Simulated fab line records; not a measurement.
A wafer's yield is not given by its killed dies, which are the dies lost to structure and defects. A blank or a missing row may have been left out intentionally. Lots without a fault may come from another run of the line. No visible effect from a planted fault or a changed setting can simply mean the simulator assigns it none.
Problem report, 8D (eight disciplines) form, completed by code	flow nand-harc	the parts of the form that need people (team, actions taken, sign-off) are left out

## 1. THE ISSUE
NHARC_END_SORT_01, killed-dies: mean 441 over 1 wafer from 1 lot; wafers with no fault: 29, standard deviation 10. Relative to the usual mean, that is a shift of +41 standard deviations.
The first sign was on wafer L167.1 at day 24 21:12, on prober-01. The record holds 3 wafers of 1 lot with a number at this step. The rule behind "out" and "out of limits": a value lying over 4 standard deviations away from the usual mean. The rest of the wafers with a number are treated as sound.

## 2. WHAT IT IS, AND WHAT IT ISN'T
question	is	is not
which readings at this step	killed-dies, killed-at-array	killed-at-other, killed-at-periphery, killed-open, killed-short
which lots	L167	-
which wafers of those lots	L167.1	L167.3, L167.6
read on which gauges	prober-01	-
when	from day 24 21:12	up to then (0 sound wafers); but 2 sound wafers of L167 came after

## 3. WHAT RULES OUT EACH SUSPECT
Counting: any tool at a process step up to the reading remains a suspect provided it ran every lot that is out. Sound lots after the first of them don't rule it out here, since some wafers of a struck lot are sound.
- the gauge at NHARC_END_SORT_01: ruled out. All the wafers that are out were read on prober-01, but those of them that NHARC_A_CONTACT_ETCH_89 has rows for are out there too, on other tools.
- rie-diel-11 at NHARC_A_CONTACT_ETCH_89 (etches the open film in N2/H2, target depth 260 nm, time 475.3 s): kept. It ran the lot that is out, L167 (day 22 16:16). Its own readings are out on those wafers: run-length-s.
- har-cap-etch-02 at NHARC_A_CONTACT_ETCH_135 (etches the open film in C4F8/O2/Ar, time 132 s, target depth 1287 nm): kept. It ran the lot that is out, L167 (day 22 17:16).
- har-cap-etch-02 at NHARC_A_CONTACT_ETCH_138 (etches the open film in C4F8/O2/Ar, time 132 s, target depth 1289 nm): kept. It ran the lot that is out, L167 (day 22 17:37).
- The sound lot-mates ran in chamber 1 of rie-diel-11 at NHARC_A_CONTACT_ETCH_89, but the wafers that are out ran in chamber 2.
After the count, these remain: rie-diel-11 at NHARC_A_CONTACT_ETCH_89, har-cap-etch-02 at NHARC_A_CONTACT_ETCH_135 and har-cap-etch-02 at NHARC_A_CONTACT_ETCH_138.

## 4. THE CAUSE (what the simulator had put in)
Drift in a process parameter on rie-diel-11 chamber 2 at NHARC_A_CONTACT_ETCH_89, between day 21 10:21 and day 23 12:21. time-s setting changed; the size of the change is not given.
Counting leaves 3 suspects; this tool is one of them.

## 5. THE CHAIN OF EFFECTS, in route order
One row per reading whose mean, taken over the struck wafers that have a number, lies over 3 standard deviations from the usual. Only readings for which the record gives a usual standard deviation are gone through. hours: the time from each lot's start at the first step in this table that gives one to its start at this step, as a median over the lots. sigmas: the change in usual standard deviations.
hours	step	reading	usual	on struck wafers	change	sigmas
0	NHARC_A_CONTACT_ETCH_89	run-length-s	496.7 s	372.3	-124.4	-99 or more
53	NHARC_END_SORT_01	killed-at-array	25	433	+408	+41
53	NHARC_END_SORT_01	killed-dies	29	441	+412	+41
The process steps in it:
- NHARC_A_CONTACT_ETCH_89: etches the open film in N2/H2, target depth 260 nm, time 475.3 s.
Readings that are blank on the struck wafers while sound wafers have them: rf-fwd-power-W at NHARC_A_CONTACT_ETCH_89.

## 6. WHAT WOULD HAVE CAUGHT IT SOONER
83 hours passed between the start of the fault at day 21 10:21 and the first reading out of limits at a measuring or inspecting step in this record, taken at day 24 21:12.
At NHARC_A_CONTACT_ETCH_89, the tool's own readings (run-length-s) were out on each struck wafer the step has a row for, so an alarm limit on them would have fired on the first such wafer.
The start of NHARC_A_CONTACT_ETCH_89 on rie-diel-11 came by day 24 21:12 for every one of the lots that are out (1). A hold on the tool at that time would have spared none of them.
